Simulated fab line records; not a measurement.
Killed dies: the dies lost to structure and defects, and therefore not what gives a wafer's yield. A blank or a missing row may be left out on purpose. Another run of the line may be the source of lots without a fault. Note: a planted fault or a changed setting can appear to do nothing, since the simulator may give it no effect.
Split-lot experiment :: flow n5-finfet :: 21 wafers read across 7 lots, on a route 1938 steps long

THE SPLIT
At N5_BEOL_M12_SPUTTER_44 (material Ta, target thk 10 nm, time 16.13 s), the setting time-s was moved away from the recipe's 16.13 s on 4 of the 21 wafers read, by -11.9% to -7.4%. All remaining wafers had this setting at the recipe value.

The reading is taken at the split's own step.

THE READING
Ta_of_BEOL_M12_SPUTTER_44.thk-nm (the simulator's own value, which no gauge read), in nm, at N5_BEOL_M12_SPUTTER_44 (material Ta, target thk 10 nm, time 16.13 s). There is no usual value for it anywhere in the file. Average 9.9 nm, standard deviation 0.14 nm, over the 17 wafers here run with the recipe.

wafer: L085.1
tool, chamber at the split: pvd-sputter-01, -
time-s as run, s: 16.13
against the recipe: recipe
Ta_of_BEOL_M12_SPUTTER_44.thk-nm, nm: 9.8
against lot-mates on the recipe: -

wafer: L085.2
tool, chamber at the split: pvd-sputter-01, -
time-s as run, s: 16.13
against the recipe: recipe
Ta_of_BEOL_M12_SPUTTER_44.thk-nm, nm: 10
against lot-mates on the recipe: -

wafer: L085.6
tool, chamber at the split: pvd-sputter-01, -
time-s as run, s: 16.13
against the recipe: recipe
Ta_of_BEOL_M12_SPUTTER_44.thk-nm, nm: 10
against lot-mates on the recipe: -

wafer: L086.1
tool, chamber at the split: pvd-sputter-03, -
time-s as run, s: 16.13
against the recipe: recipe
Ta_of_BEOL_M12_SPUTTER_44.thk-nm, nm: 10
against lot-mates on the recipe: -

wafer: L086.5
tool, chamber at the split: pvd-sputter-03, -
time-s as run, s: 16.13
against the recipe: recipe
Ta_of_BEOL_M12_SPUTTER_44.thk-nm, nm: 10
against lot-mates on the recipe: -

wafer: L086.2
tool, chamber at the split: pvd-sputter-03, -
time-s as run, s: 16.13
against the recipe: recipe
Ta_of_BEOL_M12_SPUTTER_44.thk-nm, nm: 9.8
against lot-mates on the recipe: -

wafer: L088.1
tool, chamber at the split: pvd-sputter-01, -
time-s as run, s: 16.13
against the recipe: recipe
Ta_of_BEOL_M12_SPUTTER_44.thk-nm, nm: 9.8
against lot-mates on the recipe: -

wafer: L088.2
tool, chamber at the split: pvd-sputter-01, -
time-s as run, s: 16.13
against the recipe: recipe
Ta_of_BEOL_M12_SPUTTER_44.thk-nm, nm: 9.6
against lot-mates on the recipe: -

wafer: L088.3
tool, chamber at the split: pvd-sputter-01, -
time-s as run, s: 16.13
against the recipe: recipe
Ta_of_BEOL_M12_SPUTTER_44.thk-nm, nm: 10
against lot-mates on the recipe: -

wafer: L090.1
tool, chamber at the split: pvd-sputter-03, -
time-s as run, s: 14.94
against the recipe: -7.4%
Ta_of_BEOL_M12_SPUTTER_44.thk-nm, nm: 9.2
against lot-mates on the recipe: -1.0

wafer: L090.2
tool, chamber at the split: pvd-sputter-03, -
time-s as run, s: 14.94
against the recipe: -7.4%
Ta_of_BEOL_M12_SPUTTER_44.thk-nm, nm: 9
against lot-mates on the recipe: -1.2

wafer: L090.3
tool, chamber at the split: pvd-sputter-03, -
time-s as run, s: 16.13
against the recipe: recipe
Ta_of_BEOL_M12_SPUTTER_44.thk-nm, nm: 10.2
against lot-mates on the recipe: -

wafer: L091.3
tool, chamber at the split: pvd-sputter-03, -
time-s as run, s: 16.13
against the recipe: recipe
Ta_of_BEOL_M12_SPUTTER_44.thk-nm, nm: 9.8
against lot-mates on the recipe: -

wafer: L091.4
tool, chamber at the split: pvd-sputter-03, -
time-s as run, s: 16.13
against the recipe: recipe
Ta_of_BEOL_M12_SPUTTER_44.thk-nm, nm: 9.8
against lot-mates on the recipe: -

wafer: L091.6
tool, chamber at the split: pvd-sputter-03, -
time-s as run, s: 16.13
against the recipe: recipe
Ta_of_BEOL_M12_SPUTTER_44.thk-nm, nm: 10
against lot-mates on the recipe: -

wafer: L094.2
tool, chamber at the split: pvd-sputter-02, -
time-s as run, s: 16.13
against the recipe: recipe
Ta_of_BEOL_M12_SPUTTER_44.thk-nm, nm: 9.8
against lot-mates on the recipe: -

wafer: L094.6
tool, chamber at the split: pvd-sputter-02, -
time-s as run, s: 16.13
against the recipe: recipe
Ta_of_BEOL_M12_SPUTTER_44.thk-nm, nm: 9.8
against lot-mates on the recipe: -

wafer: L094.5
tool, chamber at the split: pvd-sputter-02, -
time-s as run, s: 16.13
against the recipe: recipe
Ta_of_BEOL_M12_SPUTTER_44.thk-nm, nm: 10
against lot-mates on the recipe: -

wafer: L096.3
tool, chamber at the split: pvd-sputter-01, -
time-s as run, s: 16.13
against the recipe: recipe
Ta_of_BEOL_M12_SPUTTER_44.thk-nm, nm: 10
against lot-mates on the recipe: -

wafer: L096.4
tool, chamber at the split: pvd-sputter-01, -
time-s as run, s: 14.21
against the recipe: -11.9%
Ta_of_BEOL_M12_SPUTTER_44.thk-nm, nm: 8.8
against lot-mates on the recipe: -1.2

wafer: L096.5
tool, chamber at the split: pvd-sputter-01, -
time-s as run, s: 14.21
against the recipe: -11.9%
Ta_of_BEOL_M12_SPUTTER_44.thk-nm, nm: 8.6
against lot-mates on the recipe: -1.4

THE FIT
A straight line over all 21 wafers: Ta_of_BEOL_M12_SPUTTER_44.thk-nm changes by +0.103 nm for each +1% of time-s; r = +0.95; the points scatter about the line by 0.14 nm.
The same after taking each lot's own level away (the mean of its wafers on the recipe; 21 wafers): +0.119 nm for each +1%; r = +0.96; scatter 0.14 nm.
The reading moves by 1.4 nm for the largest change in time-s, on that fit.
The span of the lots' own levels, 9.80 to 10.20 nm, comes to 2.9 times the standard deviation stated above.
So the lot-to-lot level changes the slope: the two fits differ.
Check: with one of the wafers moved furthest among these (-11.9%) left out of the fit, the line predicts -1.56 nm for it against its lot-mates. Against them it came out at -1.2 nm.

THE OTHER SPLITS THESE WAFERS WENT THROUGH
Before the reading, these wafers also passed through other splits. Each is held against what the fit with the lots' levels taken away leaves over:
other split on the same wafers: N5_BEOL_M6_COAT_22 spin-rpm
wafers away from the commonest value: 11
r with Ta_of_BEOL_M12_SPUTTER_44.thk-nm (lot level and that fit taken away): -0.24

other split on the same wafers: N5_BEOL_M6_ETCH_66 bias-w
wafers away from the commonest value: 3
r with Ta_of_BEOL_M12_SPUTTER_44.thk-nm (lot level and that fit taken away): +0.22

other split on the same wafers: N5_BEOL_M6_TRENCH_ETCH_37 time-s
wafers away from the commonest value: 6
r with Ta_of_BEOL_M12_SPUTTER_44.thk-nm (lot level and that fit taken away): -0.15

other split on the same wafers: N5_BEOL_M6_ALD_77 co-reactant-pulse-time-s
wafers away from the commonest value: 6
r with Ta_of_BEOL_M12_SPUTTER_44.thk-nm (lot level and that fit taken away): -0.13

other split on the same wafers: N5_BEOL_M8_COAT_22 spin-rpm
wafers away from the commonest value: 10
r with Ta_of_BEOL_M12_SPUTTER_44.thk-nm (lot level and that fit taken away): -0.20

other split on the same wafers: N5_BEOL_M9_TRENCH_ETCH_37 source-w
wafers away from the commonest value: 11
r with Ta_of_BEOL_M12_SPUTTER_44.thk-nm (lot level and that fit taken away): -0.31

other split on the same wafers: N5_BEOL_M10_EXPOSE_25 dose-mj
wafers away from the commonest value: 9
r with Ta_of_BEOL_M12_SPUTTER_44.thk-nm (lot level and that fit taken away): +0.50

other split on the same wafers: N5_BEOL_M10_PEB_26 peb-time-s
wafers away from the commonest value: 8
r with Ta_of_BEOL_M12_SPUTTER_44.thk-nm (lot level and that fit taken away): -0.19

THE FILE'S OWN FIT
Ta_of_BEOL_M12_SPUTTER_44.thk-nm changes by +0.12 nm for each +1% of time-s, r = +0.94.
